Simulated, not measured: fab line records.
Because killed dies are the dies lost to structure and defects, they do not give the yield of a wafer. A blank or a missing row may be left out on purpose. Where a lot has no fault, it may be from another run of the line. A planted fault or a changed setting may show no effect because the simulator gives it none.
fab line records	flow n5Finfet
record: lots: 7	wafers: 39
route steps=1938 shown DUMMY_GATE@220 GATE_CUT@466 MOL_CONTACT_COAG@581
startH: start of the lot's first displayed wafer, in hours after the record's first day	waitH: time in hours since the lot's previous step	" unchanged from the row above	L1.1+2: several wafers, shown together as one row	- no value, or no start was given	* or withheld: withheld	< > ~ a bound
route shown NAME@n: a module of which the file shows steps, and the number in the route of the first	usual: the fault-free wafers' mean and standard deviation	same: alike in all rows	chamber/n: place in a boat	sites: each site's reading	_std_site: their standard deviation	_edge_site: inner sites' mean taken away from outer sites' mean	radiusMm: for every site, how far away it sits from the centre of the wafer	mask NAME#n: copy n	behind: the last tool/chamber to shape the wafer	hold: the reason the lot was held/the length of the hold in hours/how it ended	device: the transistor (n, p or np) that didn't switch	end of line: tests of these same wafers at the route's end	a step without rows: its recipe alone	killed: the dies lost at the first sort to structure and to defects; this is not the yield of the wafer	map: shows each die of a wafer: x if killed, . if not, _ if none is there
set.NAME: the run value of the setting; set.NAME@STEP: its run value at that earlier step	model.NAME: the simulator's own value behind a step, which no gauge read
lots with deliberately changed settings; one table per step, one row per wafer
== steps ==
step: N5_DUMMY_GATE_HM_DEP_06
recipe: material: SiNx	targetThkA: 800	precursor: DCS/NH3	tempC: 700	pressureMtorr: 300	timeS: 5141
lot.wafer	tool	chamber	startH	waitH	set.targetThkA	model.SiNx_of_DUMMY_GATE_HM_DEP_06.thkNm
L076.1+4	-	-	-	0.0	879.2	87.2
L076.2	"	-	"	"	879.2	86.8
L076.3	"	-	"	"	879.2	87.4
L076.5	"	-	"	"	879.2	87
L076.6	"	-	"	"	879.2	86.6
L081.1	lpcvd-02	0/15	85.75	0.0	800	79.8
L081.4	"	0/29	"	"	800	80
L081.5	"	0/34	"	"	800	80.2
L083.1	-	-	-	0.0	844.9	85
L083.2+3+4	"	-	"	"	844.9	84.8
L083.5	"	-	"	"	844.9	84.2
L083.6	"	-	"	"	844.9	84
L084.1+2+3+4	-	-	-	0.0	721.8	73
L084.5	"	-	"	"	721.8	73.4
L084.6	"	-	"	"	721.8	72.8
L085.1+6	-	-	-	0.0	713.6	70.6
L085.2	"	-	"	"	713.6	71
L085.3	"	-	"	"	713.6	70.4
L085.4	"	-	"	"	713.6	69.8
L085.5	"	-	"	"	713.6	70.8
L087.1	-	-	-	2.7	800	80.2
L087.2	"	-	"	"	800	80
L087.3+5	"	-	"	"	800	80.6
L087.4+6	"	-	"	"	800	80.8
L095.1	-	-	-	0.0	725.4	72.6
L095.2	"	-	"	"	725.4	72
L095.3	"	-	"	"	725.4	72.8
L095.4	"	-	"	"	725.4	72.4
L095.5	"	-	"	"	725.4	73.2
L095.6	"	-	"	"	725.4	72.2
step: N5_DUMMY_GATE_EXPOSE_12
recipe: maskId: GATE	na: 0.33	sourceShape: annular	sigmaInner: 0.2	sigmaOuter: 0.6	polarization: unpolarized	targetCdNm: 25	doseMj: 34
lot.wafer	tool	chamber	startH	waitH	mask	set.doseMj
L076.1+4+6	euvScanner-01	0	57.29	-	GATE#0	32.79
L076.2+3+5	"	0	"	"	GATE#0	34
L081.1+4+5	euvScanner-01	0	89.93	-	GATE#0	34
L083.1+2+6	euvScanner-02	0	103.49	-	GATE#0	31.94
L083.3+4+5	"	0	"	"	GATE#0	34
L084.1+2+3+4+5+6	euvScanner-01	0	105.95	-	GATE#0	34
L085.1+2+5	euvScanner-01	0	113.72	-	GATE#0	34
L085.3+4+6	"	0	"	"	GATE#0	31.64
L087.1+2+6	euvScanner-01	0	128.23	-	GATE#0	36.6
L087.3+4+5	"	0	"	"	GATE#0	34
L095.1+2+3+4+5+6	euvScanner-01	0	172.30	-	GATE#0	34
step: N5_DUMMY_GATE_PEB_13
recipe: pebTempC: 100	pebTimeS: 60	resist: CAR-EUV
step: N5_DUMMY_GATE_DEVELOP_14
recipe: developTimeS: 30	developer: TMAH	resist: CAR-EUV	rinseLiquid: surfactantRinse	dry: airSpin	devTempC: 23
step: N5_DUMMY_GATE_CD_MEAS_15
recipe: targetCdNm: 25.8	landingEnergyEv: 500	detector: seInlens
usual: cdNm: 25.01/0.24
lot.wafer	tool	chamber	startH	waitH	set.doseMj@DUMMY_GATE_EXPOSE_12	cdNm
L076.1	cdSem-01	0	57.42	-	32.79	25.49
L076.2	"	0	"	"	34	24.98
L076.3	"	0	"	"	34	25.26
L076.4	"	0	"	"	32.79	25.67
L076.5	"	0	"	"	34	25.22
L076.6	"	0	"	"	32.79	26.06
L081.1	cdSem-02	0	90.06	-	34	25.59
L081.4	"	0	"	"	34	25.24
L081.5	"	0	"	"	34	25.50
L083.1	cdSem-02	0	103.62	-	31.94	25.91
L083.2	"	0	"	"	31.94	26.10
L083.3	"	0	"	"	34	25.16
L083.4	"	0	"	"	34	24.92
L083.5	"	0	"	"	34	25.64
L083.6	"	0	"	"	31.94	25.89
L084.1	cdSem-03	0	106.08	-	34	25.14
L084.2	"	0	"	"	34	24.87
L084.3	"	0	"	"	34	24.87
L084.4	"	0	"	"	34	25.13
L084.5	"	0	"	"	34	25.30
L084.6	"	0	"	"	34	24.85
L085.1	cdSem-03	0	113.84	-	34	24.90
L085.2	"	0	"	"	34	24.74
L085.3	"	0	"	"	31.64	26.62
L085.4	"	0	"	"	31.64	26.42
L085.5	"	0	"	"	34	25.16
L085.6	"	0	"	"	31.64	26.57
L087.1	cdSem-01	0	128.36	-	36.6	23.25
L087.2	"	0	"	"	36.6	23.76
L087.3	"	0	"	"	34	24.96
L087.4	"	0	"	"	34	24.87
L087.5	"	0	"	"	34	24.98
L087.6	"	0	"	"	36.6	23.89
L095.1	cdSem-03	0	172.42	-	34	24.99
L095.2	"	0	"	"	34	25.05
L095.3	"	0	"	"	34	25.04
L095.4	"	0	"	"	34	24.97
L095.5	"	0	"	"	34	25.02
L095.6	"	0	"	"	34	25.23
step: N5_DUMMY_GATE_STRIP_38
recipe: chemistry: N2/H2	tempC: 40	n2FlowSccm: 200	h2FlowSccm: 200	rfFrequencyHz: 6e+07
step: N5_DUMMY_GATE_STRIP_39
recipe: chemistry: N2/H2	tempC: 40	n2FlowSccm: 200	h2FlowSccm: 200	rfFrequencyHz: 6e+07
step: N5_DUMMY_GATE_TRIM_49
recipe: chemistry: O2	resist: SOC	timeS: 29	targetCdNm: 14	sourcePowerW: 300	biasPowerW: 0	O2_flow_sccm: 100	tempC: 20
lot.wafer	tool	chamber	startH	waitH	set.doseMj@DUMMY_GATE_EXPOSE_12	model.DUMMY_GATE.cdNm
L076.1+6	rieSi-06	0	57.78	0.0	32.79	14.8
L076.2	"	2	"	"	34	14.4
L076.3+5	"	1,3	"	"	34	14.2
L076.4	"	3	"	"	32.79	15
L081.1+5	rieSi-02	2,3	90.62	0.0	34	14.2
L081.4	"	3	"	"	34	14
L083.1	rieSi-05	1	103.97	0.0	31.94	15
L083.2+6	"	2,1	"	"	31.94	14.8
L083.3+5	"	3,2	"	"	34	14.2
L083.4	"	0	"	"	34	14
L084.1+2+4	rieSi-05	3,0,1	106.48	0.0	34	13.8
L084.3+6	"	2	"	"	34	14.2
L084.5	"	1	"	"	34	14
L085.1+5	rieSi-02	3,1	114.20	0.0	34	14
L085.2	"	1	"	"	34	14.2
L085.3	"	0	"	"	31.64	15.2
L085.4+6	"	2	"	"	31.64	15.4
L087.1	rieSi-06	1	128.71	0.0	36.6	12.8
L087.2+6	"	2,1	"	"	36.6	13
L087.3	"	0	"	"	34	14
L087.4+5	"	3,2	"	"	34	14.2
L095.1+4+6	rieSi-02	1,2,0	172.78	0.0	34	14
L095.2+3	"	3,0	"	"	34	14.2
L095.5	"	3	"	"	34	14.4
step: N5_DUMMY_GATE_STRIP_40
recipe: chemistry: CF4	resist: SiARC	powerW: 300	biasPowerW: 75	pressureMtorr: 50	cf4FlowSccm: 150	rfFrequencyHz: 6e+07
step: N5_DUMMY_GATE_CD_MEAS_50
recipe: targetCdNm: 14
usual: cdNm: 14.1/0.32
lot.wafer	tool	chamber	startH	waitH	set.doseMj@DUMMY_GATE_EXPOSE_12	cdNm
L076.1	cdSem-01	-	57.93	0.0	32.79	14.9
L076.2	"	-	"	"	34	14.5
L076.3	"	-	"	"	34	14.3
L076.4	"	-	"	"	32.79	15.1
L076.5	"	-	"	"	34	14.1
L076.6	"	-	"	"	32.79	14.6
L081.1	cdSem-01	-	90.84	0.0	34	13.9
L081.4	"	-	"	"	34	13.8
L081.5	"	-	"	"	34	14.1
L083.1	cdSem-02	-	104.12	0.0	31.94	14.8
L083.2	"	-	"	"	31.94	15.0
L083.3	"	-	"	"	34	14.2
L083.4	"	-	"	"	34	14.1
L083.5	"	-	"	"	34	14.1
L083.6	"	-	"	"	31.94	14.7
L084.1	cdSem-03	-	106.65	0.0	34	13.9
L084.2	"	-	"	"	34	13.9
L084.3	"	-	"	"	34	13.9
L084.4	"	-	"	"	34	13.9
L084.5	"	-	"	"	34	13.7
L084.6	"	-	"	"	34	14.4
L085.1	cdSem-01	-	114.35	0.0	34	14.0
L085.2	"	-	"	"	34	14.3
L085.3	"	-	"	"	31.64	15.2
L085.4	"	-	"	"	31.64	15.3
L085.5	"	-	"	"	34	13.8
L085.6	"	-	"	"	31.64	15.2
L087.1	cdSem-01	-	128.99	0.0	36.6	12.6
L087.2	"	-	"	"	36.6	13.3
L087.3	"	-	"	"	34	14.2
L087.4	"	-	"	"	34	14.4
L087.5	"	-	"	"	34	14.3
L087.6	"	-	"	"	36.6	13.4
L095.1	cdSem-01	-	172.93	0.0	34	13.8
L095.2	"	-	"	"	34	14.1
L095.3	"	-	"	"	34	14.6
L095.4	"	-	"	"	34	13.8
L095.5	"	-	"	"	34	14.5
L095.6	"	-	"	"	34	13.7
step: N5_DUMMY_GATE_ETCH_32
recipe: chemistry: CF4	target: SiO2	targetDepthA: 35	timeS: 3.9	ionEnergyEv: 350	pressureMtorr: 10	icpW: 800	biasW: 400	cf4FlowSccm: 80
lot.wafer	tool	chamber	startH	waitH	set.timeS	model.etch.depthNm
L076.1+4	rieSi-05	1,0	58.22	0.1	3.9	3.512
L076.2	"	3	"	"	3.9	3.516
L076.3	"	2	"	"	3.9	3.501
L076.5	"	1	"	"	3.9	3.503
L076.6	"	2	"	"	3.9	3.49
L081.1	rieSi-05	3	91.21	0.1	3.9	3.501
L081.4	"	0	"	"	3.9	3.508
L081.5	"	1	"	"	3.9	3.537
L083.1	rieSi-02	2	104.42	0.1	3.326	2.97
L083.2	"	0	"	"	3.326	2.99
L083.3	"	1	"	"	3.326	2.972
L083.4	"	3	"	"	3.9	3.512
L083.5	"	1	"	"	3.9	3.461
L083.6	"	0	"	"	3.9	3.53
L084.1	rieSi-06	2	106.94	0.1	3.9	3.563
L084.2	"	1	"	"	4.293	3.905
L084.3	"	3	"	"	3.9	3.607
L084.4	"	0	"	"	4.293	3.89
L084.5	"	3	"	"	3.9	3.6
L084.6	"	0	"	"	4.293	3.847
L085.1	rieSi-05	2	114.64	0.1	3.9	3.446
L085.2	"	0	"	"	3.357	2.99
L085.3	"	1	"	"	3.357	3
L085.4	"	3	"	"	3.9	3.455
L085.5	"	2	"	"	3.9	3.476
L085.6	"	3	"	"	3.357	2.992
L087.1	rieSi-06	1	129.31	0.1	4.458	3.99
L087.2	"	3	"	"	3.9	3.596
L087.3	"	0	"	"	3.9	3.477
L087.4	"	2	"	"	4.458	4.008
L087.5	"	2	"	"	3.9	3.517
L087.6	"	3	"	"	4.458	4.116
L095.1	rieSi-05	3	173.23	0.1	3.9	3.498
L095.2	"	0	"	"	3.38	3.046
L095.3	"	1	"	"	3.9	3.533
L095.4	"	2	"	"	3.38	3.032
L095.5	"	2	"	"	3.38	3.04
L095.6	"	3	"	"	3.9	3.488
step: N5_DUMMY_GATE_ETCH_44
recipe: chemistry: HBr/O2	overEtchFrac: 0.7	targetDepthA: 1275	stopOn: SiO2	ionEnergyEv: 60	biasW: 20	target: poly-Si	maskMaterial: SiO2	pressureMtorr: 20	icpW: 400	HBr_flow_sccm: 120	O2_flow_sccm: 10
lot.wafer	tool	chamber	startH	waitH	set.targetDepthA	set.doseMj@DUMMY_GATE_EXPOSE_12	model.DUMMY_GATE.cdNm
L076.1+4	rieSi-05	1,0	58.31	0.0	1275	32.79	15.8
L076.2+5	"	3,1	"	"	1275	34	15.2
L076.3	"	2	"	"	1275	34	15
L076.6	"	2	"	"	1275	32.79	15.4
L081.1+5	rieSi-05	3,1	91.30	0.0	1275	34	15.2
L081.4	"	0	"	"	1275	34	15
L083.1	rieSi-02	2	104.51	0.0	1383	31.94	16
L083.2	"	0	"	"	1275	31.94	15.6
L083.3	"	1	"	"	1275	34	15
L083.4	"	3	"	"	1383	34	14.8
L083.5	"	1	"	"	1383	34	15
L083.6	"	0	"	"	1275	31.94	16
L084.1+4	rieSi-06	2,0	107.03	0.0	1275	34	14.6
L084.2	"	1	"	"	1130	34	14.8
L084.3+6	"	3,0	"	"	1130	34	15
L084.5	"	3	"	"	1275	34	14.8
L085.1	rieSi-05	2	114.73	0.0	1153	34	15
L085.2	"	0	"	"	1275	34	15.2
L085.3	"	1	"	"	1153	31.64	16
L085.4	"	3	"	"	1153	31.64	16.2
L085.5	"	2	"	"	1275	34	15
L085.6	"	3	"	"	1275	31.64	16.6
L087.1	rieSi-06	1	129.40	0.0	1275	36.6	13.6
L087.2	"	3	"	"	1275	36.6	14
L087.3	"	0	"	"	1275	34	15.2
L087.4+5	"	2	"	"	1151	34	15.2
L087.6	"	3	"	"	1151	36.6	14
L095.1+2+4+5+6	rieSi-05	3,0,2,2,3	173.32	0.0	1275	34	15.2
L095.3	"	1	"	"	1275	34	15
step: N5_DUMMY_GATE_CD_MEAS_24
recipe: targetCdNm: 15
usual: cdNm: 15.0/0.35
lot.wafer	tool	chamber	startH	waitH	set.doseMj@DUMMY_GATE_EXPOSE_12	cdNm
L076.1	cdSem-01	-	58.42	0.1	32.79	15.3
L076.2	"	-	"	"	34	15.1
L076.3	"	-	"	"	34	14.9
L076.4	"	-	"	"	32.79	16.0
L076.5	"	-	"	"	34	15.0
L076.6	"	-	"	"	32.79	16.0
L081.1	cdSem-01	-	91.41	0.1	34	15.0
L081.4	"	-	"	"	34	14.4
L081.5	"	-	"	"	34	15.3
L083.1	cdSem-01	-	104.62	0.1	31.94	16.0
L083.2	"	-	"	"	31.94	15.6
L083.3	"	-	"	"	34	15.0
L083.4	"	-	"	"	34	15.2
L083.5	"	-	"	"	34	15.0
L083.6	"	-	"	"	31.94	15.9
L084.1	cdSem-02	-	107.14	0.1	34	15.0
L084.2	"	-	"	"	34	15.0
L084.3	"	-	"	"	34	15.0
L084.4	"	-	"	"	34	14.6
L084.5	"	-	"	"	34	14.5
L084.6	"	-	"	"	34	14.9
L085.1	cdSem-01	-	114.84	0.1	34	14.5
L085.2	"	-	"	"	34	14.7
L085.3	"	-	"	"	31.64	15.9
L085.4	"	-	"	"	31.64	16.6
L085.5	"	-	"	"	34	14.7
L085.6	"	-	"	"	31.64	16.4
L087.1	cdSem-01	-	129.51	0.1	36.6	13.6
L087.2	"	-	"	"	36.6	14.1
L087.3	"	-	"	"	34	15.8
L087.4	"	-	"	"	34	15.2
L087.5	"	-	"	"	34	15.4
L087.6	"	-	"	"	36.6	14.2
L095.1	cdSem-03	-	173.43	0.1	34	14.8
L095.2	"	-	"	"	34	15.4
L095.3	"	-	"	"	34	15.1
L095.4	"	-	"	"	34	15.2
L095.5	"	-	"	"	34	14.9
L095.6	"	-	"	"	34	15.4
step: N5_GATE_CUT_ETCH_56
recipe: chemistry: Cl2/Ar	target: TiN	targetDepthA: 216	pressureMtorr: 10	icpW: 600	biasW: 60	Cl2_flow_sccm: 40	Ar_flow_sccm: 60
lot.wafer	tool	chamber	startH	waitH	set.targetDepthA	model.etch.depthNm
L076.1	rieMetal-02	0	90.60	0.1	239.1	23.72
L076.2	"	1	"	"	216	20.92
L076.3	"	1	"	"	239.1	23.25
L076.4	"	0	"	"	216	21.35
L076.5	"	1	"	"	239.1	23.05
L076.6	"	0	"	"	216	21.48
L081.1	rieMetal-01	0	125.66	0.1	216	21.9
L081.4	"	0	"	"	216	21.91
L081.5	"	0	"	"	216	22.25
L083.1	rieMetal-01	1	136.77	0.1	216	22.08
L083.2	"	0	"	"	216	21.83
L083.3	"	1	"	"	216	21.97
L083.4	"	0	"	"	216	22.01
L083.5	"	1	"	"	216	21.73
L083.6	"	0	"	"	216	21.87
L084.1	rieMetal-01	1	139.45	0.1	216	21.73
L084.2	"	0	"	"	216	21.83
L084.3	"	1	"	"	216	21.75
L084.4	"	0	"	"	216	21.95
L084.5	"	1	"	"	216	21.68
L084.6	"	0	"	"	216	21.84
L085.1	rieMetal-02	1	146.94	0.1	216	21.02
L085.2	"	0	"	"	216	21.3
L085.3	"	0	"	"	216	21.35
L085.4	"	1	"	"	216	20.99
L085.5	"	1	"	"	216	21.04
L085.6	"	0	"	"	216	21.36
L087.1	rieMetal-01	1	162.71	0.1	225.6	22.67
L087.2	"	0	"	"	216	21.76
L087.3	"	1	"	"	216	21.91
L087.4	"	0	"	"	225.6	22.77
L087.5	"	1	"	"	225.6	22.84
L087.6	"	0	"	"	216	21.85
L095.1+3	rieMetal-03	1	205.02	0.1	216	22.28
L095.2+4	"	0	"	"	216	21.55
L095.5	"	0	"	"	216	21.54
L095.6	"	1	"	"	216	22.19
step: N5_GATE_CUT_ETCH_58
recipe: chemistry: CH3F/O2	target: SiNx	targetDepthA: 170	timeS: 128.6	ionEnergyEv: 50	pressureMtorr: 30	sourceW: 415	biasW: 21	Ar_flow_sccm: 150	CH3F_flow_sccm: 30	O2_flow_sccm: 20
usual: rfVppV: 99.1/0.83
lot.wafer	tool	chamber	startH	waitH	set.sourceW	rfVppV	model.etch.depthNm
L076.1	rieDiel-06	0	90.81	0.1	371.9	103.3	16.24
L076.2	"	1	"	"	415	99.7	16.85
L076.3	"	3	"	"	415	99.0	16.74
L076.4	"	2	"	"	371.9	103.2	16.45
L076.5	"	1	"	"	371.9	103.7	16.11
L076.6	"	0	"	"	415	97.4	16.85
L081.1	rieDiel-06	3	125.83	0.0	415	99.6	16.93
L081.4	"	2	"	"	415	99.9	17.24
L081.5	"	0	"	"	415	98.0	17.27
L083.1	rieDiel-06	3	137.19	0.3	363.1	103.9	16.15
L083.2	"	2	"	"	415	100.2	17.2
L083.3	"	0	"	"	363.1	104.0	16.18
L083.4	"	0	"	"	415	99.6	17.01
L083.5	"	2	"	"	415	99.0	17.25
L083.6	"	3	"	"	363.1	104.7	15.98
L084.1	rieDiel-06	0	139.62	0.0	442.8	97.6	17.32
L084.2	"	1	"	"	415	98.7	16.87
L084.3	"	2	"	"	415	98.5	17.2
L084.4	"	2	"	"	442.8	96.7	17.74
L084.5	"	1	"	"	415	98.4	16.88
L084.6	"	0	"	"	442.8	98.3	17.47
L085.1	rieDiel-04	2	147.11	0.0	392.8	99.8	16.83
L085.2	"	0	"	"	415	99.2	16.62
L085.3	"	1	"	"	392.8	101.9	16.55
L085.4	"	3	"	"	415	100.3	17.04
L085.5	"	0	"	"	415	97.6	16.65
L085.6	"	3	"	"	392.8	101.4	16.7
L087.1	rieDiel-03	0	162.88	0.0	356.2	103.1	16.36
L087.2	"	2	"	"	415	98.9	17.22
L087.3	"	1	"	"	356.2	104.6	16.05
L087.4	"	3	"	"	415	99.4	16.86
L087.5	"	1	"	"	356.2	105.9	15.87
L087.6	"	0	"	"	415	99.0	17.26
L095.1	rieDiel-03	2	205.25	0.1	415	97.8	17.19
L095.2	"	1	"	"	415	99.8	16.73
L095.3	"	3	"	"	415	99.9	16.67
L095.4	"	0	"	"	415	99.8	17.09
L095.5	"	1	"	"	415	99.5	16.62
L095.6	"	0	"	"	415	99.4	16.96
step: N5_MOL_CONTACT_COAG_ETCH_91
recipe: chemistry: N2/H2	target: SOC	targetDepthA: 600	overetchA: 210	maskMaterial: SiARC	tempC: 40	timeS: 101.2	ionEnergyEv: 200	pressureMtorr: 30	sourceW: 840	biasW: 150	n2FlowSccm: 200	h2FlowSccm: 200
usual: rfVppV: 522.9/1.4
lot.wafer	tool	chamber	startH	waitH	set.sourceW	rfVppV
L076.1	rieDiel-01	1	110.28	0.0	745.4	542.8
L076.2	"	0	"	"	745.4	543.7
L076.3	"	3	"	"	840	524.4
L076.4	"	2	"	"	745.4	544.2
L076.5	"	3	"	"	840	524.3
L076.6	"	2	"	"	840	522.3
L081.1	rieDiel-05	3	147.57	0.0	840	524.0
L081.4	"	1	"	"	840	522.8
L081.5	"	2	"	"	840	520.2
L083.1	rieDiel-05	3	157.00	0.0	840	524.6
L083.2	"	2	"	"	840	521.5
L083.3	"	1	"	"	994.9	493.2
L083.4	"	0	"	"	840	524.4
L083.5	"	3	"	"	994.9	494.5
L083.6	"	2	"	"	994.9	492.5
L084.1	rieDiel-05	2	161.78	0.0	840	520.8
L084.2	"	3	"	"	840	522.7
L084.3	"	1	"	"	840	522.5
L084.4	"	0	"	"	721.3	549.1
L084.5	"	3	"	"	721.3	551.0
L084.6	"	0	"	"	721.3	549.0
L085.1	rieDiel-02	1	168.88	0.0	925.9	507.4
L085.2	"	3	"	"	925.9	508.0
L085.3	"	2	"	"	840	524.6
L085.4	"	0	"	"	840	521.9
L085.5	"	0	"	"	925.9	505.0
L085.6	"	3	"	"	840	523.6
L087.1	rieDiel-05	3	181.71	0.0	840	525.3
L087.2	"	2	"	"	840	520.6
L087.3	"	0	"	"	840	523.2
L087.4	"	1	"	"	840	522.3
L087.5	"	3	"	"	840	524.1
L087.6	"	0	"	"	840	524.2
L095.1	rieDiel-02	3	225.62	0.0	840	523.1
L095.2	"	0	"	"	840	522.1
L095.3	"	2	"	"	960.6	500.6
L095.4	"	1	"	"	840	523.8
L095.5	"	0	"	"	960.6	498.6
L095.6	"	3	"	"	960.6	499.9
== key ==
split: step: N5_DUMMY_GATE_HM_DEP_06	setting: targetThkA	stated: 800	by: lot
response: step: N5_DUMMY_GATE_HM_DEP_06	reading: model.SiNx_of_DUMMY_GATE_HM_DEP_06.thkNm	change: +0.78	per: 1%	r: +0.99
split: step: N5_DUMMY_GATE_EXPOSE_12	setting: doseMj	stated: 34	by: wafer
response: step: N5_DUMMY_GATE_CD_MEAS_15	reading: cdNm	change: -0.177	per: 1%	r: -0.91
response: step: N5_DUMMY_GATE_TRIM_49	reading: model.DUMMY_GATE.cdNm	change: -0.157	per: 1%	r: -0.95
response: step: N5_DUMMY_GATE_CD_MEAS_50	reading: cdNm	change: -0.15	per: 1%	r: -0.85
response: step: N5_DUMMY_GATE_ETCH_44	reading: model.DUMMY_GATE.cdNm	change: -0.167	per: 1%	r: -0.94
response: step: N5_DUMMY_GATE_CD_MEAS_24	reading: cdNm	change: -0.197	per: 1%	r: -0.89
split: step: N5_DUMMY_GATE_ETCH_32	setting: timeS	stated: 3.9	by: wafer
response: step: N5_DUMMY_GATE_ETCH_32	reading: model.etch.depthNm	change: +0.0342	per: 1%	r: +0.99
split: step: N5_DUMMY_GATE_ETCH_44	setting: targetDepthA	stated: 1275	by: wafer
response none clear
split: step: N5_GATE_CUT_ETCH_56	setting: targetDepthA	stated: 216	by: wafer
response: step: N5_GATE_CUT_ETCH_56	reading: model.etch.depthNm	change: +0.197	per: 1%	r: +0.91
split: step: N5_GATE_CUT_ETCH_58	setting: sourceW	stated: 415	by: wafer
response: step: N5_GATE_CUT_ETCH_58	reading: rfVppV	change: -0.372	per: 1%	r: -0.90
response: step: N5_GATE_CUT_ETCH_58	reading: model.etch.depthNm	change: +0.0693	per: 1%	r: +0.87
split: step: N5_MOL_CONTACT_COAG_ETCH_91	setting: sourceW	stated: 840	by: wafer
response: step: N5_MOL_CONTACT_COAG_ETCH_91	reading: rfVppV	change: -1.71	per: 1%	r: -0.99
